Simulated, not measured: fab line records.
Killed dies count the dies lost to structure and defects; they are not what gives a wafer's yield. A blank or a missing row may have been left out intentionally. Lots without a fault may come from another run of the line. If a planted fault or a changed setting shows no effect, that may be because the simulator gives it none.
fab line records -- flow n5-finfet -- part 1 of 2: steps 1 to 3 of 6
record: lots: 22, wafers: 66, last-day: 18
route steps=1938 shown BEOL_M12@1656 BEOL_M13@1673 BEOL_M14@1729
lots that met no fault: from a run of the same line without faults
start-h: start of the lot's first displayed wafer, in hours after the record's first day -- wait-h: hours since the lot's step before -- " same as the row above -- L1.1+2: a row that stands for several wafers -- - value missing, or start not given -- * or withheld: withheld -- < > ~ a bound
route shown NAME@n: names a module that has steps shown in the file, with the first one's number in the route -- usual: mean and standard deviation over wafers with no fault -- same: alike in all rows -- chamber/n: place in a boat -- sites: per-site readings -- _std_site: the standard deviation of these -- _edge_site: inner sites' mean taken away from outer sites' mean -- radius-mm: for every site, how far away it sits from the centre of the wafer -- mask NAME#n: copy n -- behind: the tool/chamber that last shaped the wafer -- hold: why the lot went on hold/how many hours it stayed there/how the hold came to an end -- device: names the non-switching transistor (n, p or np) -- end of line: the same wafers' tests at the end of the route -- where a step has no rows: the recipe by itself -- killed: dies that structure and defects cost at the first sort, which is not the same as the wafer's yield -- map: a wafer's dies, x killed, . not, _ none there
set.NAME: the setting that was run; set.NAME@STEP: the one run at that earlier step -- model.NAME: the simulator's own value behind a step, which no gauge read
the route's steps for a sample of lots (tables are steps, rows are wafers)
services: from which hour (start-h, from the record's first day; less than 0 if before it) a tool's chamber was out of use, for how many hours, and why
== steps ==
step: N5_BEOL_M12_DEP_53
recipe: material: SiCN, target-thk-a: 300, temp-c: withheld, precursor: 3MS/NH3, pressure-torr: 3, rf-w: 675, time-s: 10.5
usual: showerhead-plenum-p-Torr: 4.152/0.017, throttle-valve-pct: 17.9/0.67
lot.wafer,tool,chamber,start-h,wait-h,showerhead-plenum-p-Torr,throttle-valve-pct
L075.1,pecvd-03,1,245.38,0.0,4.130,18.3
L075.3,pecvd-03,2,245.38,0.0,4.165,17.1
L075.5,pecvd-03,2,245.38,0.0,4.152,16.8
L074.2,pecvd-03,0,245.43,0.0,4.140,17.6
L074.3,pecvd-03,2,245.43,0.0,4.163,16.7
L074.6,pecvd-03,2,245.43,0.0,4.172,16.9
L077.2,pecvd-01,2,247.99,0.0,4.152,18.1
L077.3,pecvd-01,2,247.99,0.0,4.152,18.1
L077.6,pecvd-01,0,247.99,0.0,4.155,18.2
L078.2,pecvd-03,2,262.54,0.0,4.164,17.1
L078.3,pecvd-03,1,262.54,0.0,4.130,18.3
L078.6,pecvd-03,1,262.54,0.0,4.131,18.3
L079.1,pecvd-03,0,269.52,0.0,4.134,17.6
L079.2,pecvd-03,1,269.52,0.0,4.128,18.2
L079.5,pecvd-03,0,269.52,0.0,4.138,17.6
L080.1,pecvd-01,0,277.01,0.0,4.164,18.4
L080.4,pecvd-01,0,277.01,0.0,4.162,18.3
L080.5,pecvd-01,2,277.01,0.0,4.156,18.2
L082.1,pecvd-01,1,299.33,0.0,4.184,17.5
L082.2,pecvd-01,0,299.33,0.0,4.163,18.3
L082.4,pecvd-01,2,299.33,0.0,4.146,18.3
L081.3,pecvd-03,1,299.42,0.0,4.132,18.2
L081.4,pecvd-03,2,299.42,0.0,4.172,16.7
L081.6,pecvd-03,2,299.42,0.0,4.166,17.1
L085.3,pecvd-02,1,301.11,0.0,4.185,18.9
L085.5,pecvd-02,0,301.11,0.0,4.154,19.4
L085.6,pecvd-02,2,301.11,0.0,4.157,16.9
L083.1,pecvd-01,0,302.17,0.0,4.168,18.2
L083.3,pecvd-01,2,302.17,0.0,4.141,18.3
L083.5,pecvd-01,0,302.17,0.0,4.162,18.1
L084.3,pecvd-02,2,303.50,0.0,4.151,17.1
L084.4,pecvd-02,1,303.50,0.0,4.180,18.8
L084.6,pecvd-02,2,303.50,0.0,4.151,17.4
L087.3,pecvd-03,0,321.62,0.0,4.137,17.8
L087.4,pecvd-03,1,321.62,0.0,4.124,18.0
L087.5,pecvd-03,2,321.62,0.0,4.169,17.1
L088.1,pecvd-03,0,327.54,0.0,4.138,17.7
L088.3,pecvd-03,2,327.54,0.0,4.165,17.1
L088.4,pecvd-03,0,327.54,0.0,4.138,17.6
L086.1,pecvd-01,0,327.81,0.0,4.159,18.3
L086.3,pecvd-01,1,327.81,0.0,4.166,17.3
L086.4,pecvd-01,0,327.81,0.0,4.154,18.1
L089.2,pecvd-01,1,346.75,0.0,4.172,17.1
L089.4,pecvd-01,0,346.75,0.0,4.155,18.2
L089.5,pecvd-01,1,346.75,0.0,4.167,17.5
L093.2,pecvd-01,0,347.83,0.0,4.152,18.3
L093.4,pecvd-01,1,347.83,0.0,4.178,17.2
L093.6,pecvd-01,2,347.83,0.0,4.165,18.4
L091.3,pecvd-03,2,350.59,0.0,4.166,16.9
L091.5,pecvd-03,0,350.59,0.0,4.144,17.7
L091.6,pecvd-03,1,350.59,0.0,4.130,18.3
L092.1,pecvd-02,0,353.77,0.0,4.157,19.6
L092.2,pecvd-02,1,353.77,0.0,4.174,18.8
L092.3,pecvd-02,2,353.77,0.0,4.144,17.3
L095.1,pecvd-03,1,379.69,0.0,4.127,17.9
L095.3,pecvd-03,2,379.69,0.0,4.153,17.0
L095.6,pecvd-03,2,379.69,0.0,4.165,17.1
L094.3,pecvd-03,0,387.17,0.0,4.135,17.5
L094.5,pecvd-03,0,387.17,0.0,4.139,17.6
L094.6,pecvd-03,1,387.17,0.0,4.127,18.4
L097.1,pecvd-01,0,387.82,0.0,4.162,18.1
L097.3,pecvd-01,2,387.82,0.0,4.149,18.5
L097.6,pecvd-01,0,387.82,0.0,4.162,18.0
L096.1,pecvd-03,1,398.88,0.0,4.126,18.3
L096.4,pecvd-03,2,398.88,0.0,4.161,17.1
L096.5,pecvd-03,1,398.88,0.0,4.133,18.4
step: N5_BEOL_M13_ETCH_59
recipe: chemistry: N2/H2, target: BARC, target-depth-a: 890, overetch-a: 267, time-s: 67.9, ion-energy-ev: 200, pressure-mtorr: 30, source-w: 840, bias-w: 150, n2-flow-sccm: 200, h2-flow-sccm: 200
usual: drypump-motor-current-A: 5.7/0.57, oes-product-au: 0.69/0.07, rf-vpp-V: 523.8/2.3, showerhead-plenum-p-Torr: 2.54/0.08, throttle-valve-pct: 17.80/0.21
lot.wafer,tool,chamber,start-h,wait-h,drypump-motor-current-A,oes-product-au,rf-hours-counter-h,rf-vpp-V,showerhead-plenum-p-Torr,throttle-valve-pct
L074.2,rie-diel-03,2,246.15,0.0,6.6,0.81,2,522.8,2.49,17.58
L074.3,rie-diel-03,3,246.15,0.0,5.4,0.59,232,525.7,2.62,18.14
L074.6,rie-diel-03,3,246.15,0.0,5.4,0.58,-,526.0,2.62,18.14
L075.1,rie-diel-03,2,246.45,0.0,6.6,0.82,2,524.9,2.49,17.56
L075.3,rie-diel-03,3,246.45,0.0,5.4,0.59,232,526.5,2.62,18.14
L075.5,rie-diel-03,3,246.45,0.0,5.4,0.59,-,525.8,2.62,18.13
L077.2,rie-diel-06,0,248.72,0.0,6.2,0.64,186,521.4,2.41,18.00
L077.3,rie-diel-06,2,248.72,0.0,4.9,0.73,52,522.2,2.48,17.49
L077.6,rie-diel-06,0,248.72,0.0,6.2,0.64,-,520.7,2.41,18.01
L078.2,rie-diel-06,2,263.24,0.0,5.0,0.73,56,520.9,2.48,17.50
L078.3,rie-diel-06,0,263.24,0.0,6.2,0.64,190,520.9,2.40,18.00
L078.6,rie-diel-06,1,263.24,0.0,5.1,0.61,-,522.4,2.49,17.81
L079.1,rie-diel-03,0,270.27,0.0,6.5,0.79,22,526.2,2.61,17.65
L079.2,rie-diel-03,3,270.27,0.0,5.5,0.58,240,525.1,2.62,18.15
L079.5,rie-diel-03,3,270.27,0.0,5.4,0.59,-,524.9,2.62,18.15
L080.1,rie-diel-06,2,277.72,0.0,4.9,0.72,61,521.4,2.48,17.51
L080.4,rie-diel-06,0,277.72,0.0,6.3,0.64,194,520.6,2.40,18.03
L080.5,rie-diel-06,3,277.72,0.0,5.7,0.65,-,524.4,2.65,17.77
L082.1,rie-diel-01,1,300.04,0.0,4.9,0.59,228,526.2,2.61,17.91
L082.2,rie-diel-01,0,300.04,0.0,5.2,0.63,180,523.8,2.53,18.18
L082.4,rie-diel-01,3,300.04,0.0,5.9,0.62,222,520.9,2.43,18.17
L081.3,rie-diel-06,1,300.25,0.0,5.1,0.61,245,523.3,2.49,17.82
L081.4,rie-diel-06,0,300.25,0.0,6.2,0.63,200,520.3,2.40,18.03
L081.6,rie-diel-06,3,300.25,0.0,5.7,0.66,-,527.8,2.65,17.77
L085.3,rie-diel-06,3,302.01,0.0,5.7,0.66,138,527.8,2.64,17.80
L085.5,rie-diel-06,2,302.01,0.0,5.0,0.72,-,521.3,2.48,17.50
L085.6,rie-diel-06,1,302.01,0.0,5.1,0.60,-,522.1,2.49,17.82
L083.1,rie-diel-06,3,303.09,0.0,5.7,0.65,139,527.2,2.64,17.77
L083.3,rie-diel-06,1,303.09,0.0,5.1,0.60,246,522.2,2.49,17.84
L083.5,rie-diel-06,3,303.09,0.0,5.7,0.65,-,526.9,2.64,17.77
L084.3,rie-diel-01,3,304.44,0.0,5.9,0.62,224,518.1,2.43,18.17
L084.4,rie-diel-01,1,304.44,0.0,4.9,0.59,230,525.8,2.61,17.91
L084.6,rie-diel-01,1,304.44,0.0,4.8,0.59,-,526.9,2.61,17.91
L087.3,rie-diel-06,2,322.32,0.0,5.0,0.71,75,521.6,2.48,17.53
L087.4,rie-diel-06,2,322.32,0.0,5.0,0.71,-,522.3,2.48,17.53
L087.5,rie-diel-06,3,322.32,0.0,5.7,0.66,-,526.8,2.64,17.79
L088.1,rie-diel-01,3,328.24,0.0,5.9,0.62,226,517.6,2.43,18.17
L088.3,rie-diel-01,2,328.24,0.0,6.0,0.65,132,523.0,2.54,17.92
L088.4,rie-diel-01,0,328.24,0.0,5.2,0.63,190,523.3,2.52,18.20
L086.1,rie-diel-01,3,328.63,0.0,5.9,0.62,227,519.8,2.42,18.17
L086.3,rie-diel-01,2,328.63,0.0,6.0,0.64,132,523.9,2.54,17.91
L086.4,rie-diel-01,1,328.63,0.0,4.9,0.58,238,525.6,2.61,17.92
L089.2,rie-diel-03,2,347.58,0.0,6.6,0.74,32,522.6,2.48,17.63
L089.4,rie-diel-03,3,347.58,0.0,5.4,0.80,7,525.6,2.61,17.79
L089.5,rie-diel-03,3,347.58,0.0,5.5,0.80,-,525.5,2.61,17.78
L093.2,rie-diel-06,1,348.60,0.0,5.1,0.82,4,523.3,2.49,17.40
L093.4,rie-diel-06,3,348.60,0.0,5.7,0.64,155,528.4,2.64,17.82
L093.6,rie-diel-06,0,348.60,0.0,6.2,0.62,-,519.3,2.39,18.07
L091.3,rie-diel-06,0,351.42,0.0,6.3,0.62,219,519.1,2.39,18.06
L091.5,rie-diel-06,3,351.42,0.0,5.8,0.64,-,527.6,2.64,17.81
L091.6,rie-diel-06,2,351.42,0.0,5.0,0.71,-,522.8,2.47,17.53
L092.1,rie-diel-03,2,354.48,0.0,6.6,0.73,34,522.8,2.48,17.65
L092.2,rie-diel-03,3,354.48,0.0,5.4,0.79,9,526.7,2.61,17.78
L092.3,rie-diel-03,0,354.48,0.0,6.5,0.75,50,526.5,2.60,17.69
L095.1,rie-diel-03,0,380.39,0.0,6.5,0.73,54,524.6,2.60,17.69
L095.3,rie-diel-03,3,380.39,0.0,5.4,0.78,12,527.0,2.61,17.78
L095.6,rie-diel-03,2,380.39,0.0,6.6,0.73,-,522.3,2.48,17.64
L094.3,rie-diel-03,2,388.02,0.0,6.6,0.73,41,522.3,2.47,17.64
L094.5,rie-diel-03,1,388.02,0.0,5.7,0.71,-,525.5,2.58,17.77
L094.6,rie-diel-03,0,388.02,0.0,6.6,0.74,-,525.4,2.60,17.72
L097.1,rie-diel-03,0,388.87,0.0,6.5,0.74,57,524.9,2.59,17.71
L097.3,rie-diel-03,3,388.87,0.0,5.4,0.78,14,525.3,2.60,17.80
L097.6,rie-diel-03,1,388.87,0.0,5.7,0.71,-,525.6,2.57,17.78
L096.1,rie-diel-06,0,400.08,0.0,6.2,0.61,234,520.9,2.39,18.09
L096.4,rie-diel-06,2,400.08,0.0,5.0,0.70,98,520.9,2.47,17.57
L096.5,rie-diel-06,1,400.08,0.0,5.1,0.79,-,523.2,2.48,17.42
step: N5_BEOL_M13_VIA_ETCH_16
recipe: chemistry: C4F8/O2/Ar, target: SiOC, pressure-mtorr: 30, source-w: 3000, bias-w: 700, Ar_flow_sccm: 400, C4F8_flow_sccm: 15, O2_flow_sccm: 8, he-inner-torr: 15, he-outer-torr: 30, target-depth-a: 9217, time-s: withheld, ion-energy-ev: 250, ends: cleared
usual: O2_flow_sccm: 8.002/0.024, drypump-motor-current-A: 5.7/0.58, oes-product-au: 0.73/0.079, rf-vpp-V: 665.3/2.8, showerhead-plenum-p-Torr: 3.41/0.091, throttle-valve-pct: 24.11/0.24
lot.wafer,tool,chamber,start-h,wait-h,O2_flow_sccm,drypump-motor-current-A,oes-product-au,rf-vpp-V,showerhead-plenum-p-Torr,throttle-valve-pct
L074.2,rie-diel-03,2,246.20,0.0,7.969,6.6,0.86,662.7,3.38,24.15
L074.3,rie-diel-03,3,246.20,0.0,7.977,5.4,0.62,669.4,3.50,24.36
L074.6,rie-diel-03,3,246.20,0.0,7.993,5.4,0.62,667.5,3.50,24.33
L075.1,rie-diel-03,2,246.50,0.0,8.025,6.6,0.87,664.0,3.38,24.18
L075.3,rie-diel-03,3,246.50,0.0,7.991,5.5,0.63,669.2,3.50,24.34
L075.5,rie-diel-03,3,246.50,0.0,7.982,5.4,0.62,667.0,3.50,24.34
L077.2,rie-diel-06,0,248.77,0.0,7.989,6.2,0.67,661.1,3.27,24.40
L077.3,rie-diel-06,2,248.77,0.0,7.991,5.0,0.79,665.1,3.34,23.76
L077.6,rie-diel-06,0,248.77,0.0,7.990,6.2,0.67,663.2,3.27,24.40
L078.2,rie-diel-06,2,263.30,0.0,8.015,5.0,0.79,665.8,3.34,23.76
L078.3,rie-diel-06,0,263.30,0.0,8.068,6.3,0.67,660.8,3.27,24.41
L078.6,rie-diel-06,1,263.30,0.0,7.986,5.1,0.63,664.0,3.37,24.19
L079.1,rie-diel-03,0,270.32,0.0,7.980,6.5,0.85,666.7,3.47,23.76
L079.2,rie-diel-03,3,270.32,0.0,7.985,5.5,0.62,666.7,3.49,24.35
L079.5,rie-diel-03,3,270.32,0.0,7.978,5.4,0.62,668.3,3.49,24.36
L080.1,rie-diel-06,2,277.77,0.0,7.988,5.0,0.77,664.4,3.34,23.77
L080.4,rie-diel-06,0,277.77,0.0,7.961,6.3,0.66,660.2,3.27,24.41
L080.5,rie-diel-06,3,277.77,0.0,7.993,5.7,0.70,669.6,3.55,24.11
L082.1,rie-diel-01,1,300.09,0.0,7.990,4.8,0.62,667.1,3.49,24.12
L082.2,rie-diel-01,0,300.09,0.0,7.993,5.2,0.67,664.7,3.41,24.57
L082.4,rie-diel-01,3,300.09,0.0,7.989,5.9,0.64,661.0,3.25,24.30
L081.3,rie-diel-06,1,300.30,0.0,8.038,5.1,0.62,664.1,3.37,24.19
L081.4,rie-diel-06,0,300.30,0.0,7.976,6.2,0.65,659.4,3.26,24.40
L081.6,rie-diel-06,3,300.30,0.0,7.989,5.8,0.69,670.4,3.55,24.11
L085.3,rie-diel-06,3,302.07,0.0,8.029,5.7,0.69,669.8,3.55,24.08
L085.5,rie-diel-06,2,302.07,0.0,8.019,5.0,0.77,662.9,3.33,23.77
L085.6,rie-diel-06,1,302.07,0.0,8.026,5.1,0.63,663.8,3.37,24.20
L083.1,rie-diel-06,3,303.14,0.0,8.021,5.7,0.69,668.8,3.54,24.09
L083.3,rie-diel-06,1,303.14,0.0,7.968,5.1,0.63,665.7,3.36,24.20
L083.5,rie-diel-06,3,303.14,0.0,8.048,5.7,0.69,669.8,3.54,24.10
L084.3,rie-diel-01,3,304.49,0.0,7.991,5.9,0.64,660.6,3.25,24.32
L084.4,rie-diel-01,1,304.49,0.0,8.007,4.8,0.62,668.3,3.49,24.11
L084.6,rie-diel-01,1,304.49,0.0,8.030,4.9,0.62,668.0,3.49,24.10
L087.3,rie-diel-06,2,322.37,0.0,7.995,5.0,0.77,662.6,3.33,23.78
L087.4,rie-diel-06,2,322.37,0.0,8.007,5.0,0.76,662.1,3.33,23.79
L087.5,rie-diel-06,3,322.37,0.0,7.999,5.7,0.68,669.0,3.54,24.12
L088.1,rie-diel-01,3,328.29,0.0,8.029,5.9,0.64,661.1,3.25,24.31
L088.3,rie-diel-01,2,328.29,0.0,8.057,6.0,0.68,666.4,3.46,24.42
L088.4,rie-diel-01,0,328.29,0.0,8.028,5.2,0.67,664.5,3.40,24.58
L086.1,rie-diel-01,3,328.69,0.0,8.019,6.0,0.64,660.6,3.25,24.32
L086.3,rie-diel-01,2,328.69,0.0,7.976,6.0,0.69,667.0,3.46,24.42
L086.4,rie-diel-01,1,328.69,0.0,7.963,4.9,0.61,667.9,3.49,24.14
L089.2,rie-diel-03,2,347.63,0.0,7.991,6.6,0.80,662.3,3.36,24.20
L089.4,rie-diel-03,3,347.63,0.0,7.996,5.4,0.85,666.4,3.48,24.09
L089.5,rie-diel-03,3,347.63,0.0,7.988,5.4,0.85,666.9,3.48,24.10
L093.2,rie-diel-06,1,348.66,0.0,7.969,5.1,0.88,664.1,3.36,23.89
L093.4,rie-diel-06,3,348.66,0.0,8.015,5.7,0.69,669.6,3.54,24.12
L093.6,rie-diel-06,0,348.66,0.0,7.967,6.2,0.65,661.0,3.25,24.47
L091.3,rie-diel-06,0,351.48,0.0,8.027,6.3,0.65,659.9,3.25,24.44
L091.5,rie-diel-06,3,351.48,0.0,7.999,5.7,0.68,668.3,3.54,24.10
L091.6,rie-diel-06,2,351.48,0.0,8.008,4.9,0.75,661.0,3.33,23.80
L092.1,rie-diel-03,2,354.53,0.0,7.969,6.6,0.79,663.9,3.36,24.22
L092.2,rie-diel-03,3,354.53,0.0,7.975,5.4,0.84,667.2,3.48,24.11
L092.3,rie-diel-03,0,354.53,0.0,7.992,6.5,0.80,667.9,3.46,23.80
L095.1,rie-diel-03,0,380.45,0.0,8.022,6.5,0.79,666.4,3.46,23.79
L095.3,rie-diel-03,3,380.45,0.0,7.976,5.4,0.84,667.6,3.48,24.10
L095.6,rie-diel-03,2,380.45,0.0,7.975,6.6,0.79,664.1,3.36,24.20
L094.3,rie-diel-03,2,388.08,0.0,8.025,6.5,0.78,663.7,3.36,24.21
L094.5,rie-diel-03,1,388.08,0.0,8.025,5.7,0.74,667.4,3.44,23.99
L094.6,rie-diel-03,0,388.08,0.0,7.962,6.5,0.79,668.3,3.46,23.81
L097.1,rie-diel-03,0,388.92,0.0,8.008,6.5,0.79,665.8,3.45,23.80
L097.3,rie-diel-03,3,388.92,0.0,7.986,5.4,0.83,667.3,3.48,24.11
L097.6,rie-diel-03,1,388.92,0.0,7.975,5.7,0.75,666.6,3.44,24.00
L096.1,rie-diel-06,0,400.13,0.0,8.024,6.2,0.63,661.6,3.24,24.46
L096.4,rie-diel-06,2,400.13,0.0,8.004,4.9,0.74,662.7,3.32,23.82
L096.5,rie-diel-06,1,400.13,0.0,7.976,5.0,0.84,662.5,3.35,23.91
